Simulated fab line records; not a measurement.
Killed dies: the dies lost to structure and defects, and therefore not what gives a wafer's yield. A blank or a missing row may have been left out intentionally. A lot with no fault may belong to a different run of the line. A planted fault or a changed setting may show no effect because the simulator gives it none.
Matching of chambers    flow n5-finfet    rie-diel-05 running N5_MOL_CONTACT_COAG_VIA_ETCH_117: 4 sister chambers
The step etches SiO2 in C4F6/O2, target depth 40 nm, overetch 8 nm, time 26 s. 4 wafers are shown with their chamber, then 11 later ones without.

## WAFERS, EACH WITH ITS CHAMBER
wafer   chamber  drypump-motor-current-A (A)
L086.1  0        5.9
L086.2  1        5.2
L086.3  3        4.9
L087.1  2        5.5

## WAFERS WHOSE CHAMBER IS MISSING
wafer   drypump-motor-current-A (A)
L087.2  4.8
L087.6  5.5
L093.1  5.9
L093.4  4.9
L093.6  5.6
L095.2  4.8
L095.3  5.5
L095.4  5.2
L096.3  4.8
L096.4  5.2
L096.5  5.8

## WHICH CHAMBER EACH ONE RAN IN
wafer   from the rows above  in truth
L087.2  3                    3
L087.6  2                    2
L093.1  0                    0
L093.4  3                    3
L093.6  2                    2
L095.2  3                    3
L095.3  2                    2
L095.4  1                    1
L096.3  3                    3
L096.4  1                    1
L096.5  0                    0
Correctly placed: 11 of 11. Not placeable from these rows: 0. 0 placed wrongly.
How it was worked out, from the rows above alone: a wafer's distance from a chamber is the root of the sum, over the readings, of the square of ((its reading less the chamber's mean) divided by the reading's scatter). The wafer belongs to the nearest chamber; if the next one is less than 2 further off, it can't be placed. The mean given for a chamber averages the wafers shown for that chamber. The scatter (one wafer shown for each chamber): square how far every hidden wafer sits from the nearest shown wafer, average those squares and take the square root.
